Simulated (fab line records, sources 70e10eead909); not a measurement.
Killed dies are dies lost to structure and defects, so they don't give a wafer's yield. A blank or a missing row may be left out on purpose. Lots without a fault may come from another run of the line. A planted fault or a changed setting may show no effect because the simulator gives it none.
Chamber matching | flow nand_harc | NHARC_A_BLC_STRIP_21 on rie_diel-07: 4 sister chambers
The step strips in O2. 8 wafers are shown with their chamber, then 11 later ones without.

WAFERS WITH THEIR CHAMBER
wafer  | chamber | showerhead_plenum_p_Torr (Torr) | oes_product_au (a.u.)
L090.4 | 0       | 3.35                            | 0.984
L089.2 | 2       | 3.37                            | 0.959
L089.4 | 1       | 3.40                            | 1.016
L089.5 | 1       | 3.40                            | 1.017
L088.2 | 0       | 3.35                            | 0.994
L088.5 | 3       | 3.55                            | 1.014
L088.6 | 2       | 3.37                            | 0.968
L092.2 | 3       | 3.54                            | 1.027

WAFERS WITHOUT THEIR CHAMBER
wafer  | showerhead_plenum_p_Torr (Torr) | oes_product_au (a.u.)
L092.4 | 3.39                            | 1.038
L092.6 | 3.40                            | 1.029
L095.1 | 3.37                            | 0.954
L095.2 | 3.35                            | 1.003
L095.6 | 3.54                            | 1.000
L094.1 | 3.35                            | 0.995
L094.2 | 3.37                            | 0.964
L094.3 | 3.54                            | 1.009
L096.1 | 3.39                            | 1.023
L096.4 | 3.54                            | 1.002
L096.6 | 3.35                            | 1.003

WHICH CHAMBER EACH WENT THROUGH
wafer  | from the rows above | in truth
L092.4 | 1                   | 1
L092.6 | 1                   | 1
L095.1 | 2                   | 2
L095.2 | 0                   | 0
L095.6 | 3                   | 3
L094.1 | 0                   | 0
L094.2 | 2                   | 2
L094.3 | 3                   | 3
L096.1 | 1                   | 1
L096.4 | 3                   | 3
L096.6 | 0                   | 0
Placed correctly: 11 of 11. Can't be placed from these rows: 0. Placed wrongly: 0.
How it was worked out, from the rows above alone: a wafer's distance from a chamber is the root of the sum, over the readings, of the square of ((its reading less the chamber's mean) divided by the reading's scatter). The wafer belongs to the nearest chamber; if the next one is less than 2 further off, it can't be placed. A chamber's mean is the mean of its shown wafers. The scatter: the root of (the sum of the squares of (reading less its chamber's mean) over the shown wafers, divided by (wafers less chambers)).
